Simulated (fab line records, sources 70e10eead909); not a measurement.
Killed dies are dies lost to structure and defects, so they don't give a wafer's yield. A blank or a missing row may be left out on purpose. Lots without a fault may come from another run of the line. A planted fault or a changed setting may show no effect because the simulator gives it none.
Chamber matching | flow nand_harc | NHARC_A_STAIRCASE_TRIM_187 on rie_diel-06: 4 sister chambers
The step chemistry O2, time 211.2 s. 8 wafers are shown with their chamber, then 10 later ones without.

WAFERS WITH THEIR CHAMBER
wafer  | chamber | showerhead_plenum_p_Torr (Torr) | oes_product_au (a.u.)
L076.3 | 2       | 3.77                            | 0.991
L077.2 | 2       | 3.77                            | 0.979
L077.3 | 3       | 3.46                            | 0.983
L087.2 | 1       | 3.59                            | 0.998
L087.4 | 0       | 3.53                            | 1.006
L087.6 | 0       | 3.53                            | 1.008
L092.1 | 1       | 3.58                            | 1.007
L092.2 | 3       | 3.44                            | 1.010

WAFERS WITHOUT THEIR CHAMBER
wafer  | showerhead_plenum_p_Torr (Torr) | oes_product_au (a.u.)
L092.6 | 3.44                            | 0.998
L093.2 | 3.58                            | 1.005
L093.3 | 3.52                            | 1.010
L093.6 | 3.44                            | 0.996
L094.4 | 3.57                            | 0.990
L094.5 | 3.44                            | 0.993
L094.6 | 3.52                            | 0.996
L096.3 | 3.57                            | 1.006
L096.4 | 3.44                            | 1.001
L096.5 | 3.57                            | 1.000

WHICH CHAMBER EACH WENT THROUGH
wafer  | from the rows above | in truth
L092.6 | 3                   | 3
L093.2 | 1                   | 1
L093.3 | 0                   | 0
L093.6 | 3                   | 3
L094.4 | 1                   | 1
L094.5 | 3                   | 3
L094.6 | 0                   | 0
L096.3 | 1                   | 1
L096.4 | 3                   | 3
L096.5 | 1                   | 1
Placed correctly: 10 of 10. Can't be placed from these rows: 0. Placed wrongly: 0.
How it was worked out, from the rows above alone: a wafer's distance from a chamber is the root of the sum, over the readings, of the square of ((its reading less the chamber's mean) divided by the reading's scatter). The wafer belongs to the nearest chamber; if the next one is less than 2 further off, it can't be placed. A chamber's mean is the mean of its shown wafers. The scatter: the root of (the sum of the squares of (reading less its chamber's mean) over the shown wafers, divided by (wafers less chambers)).
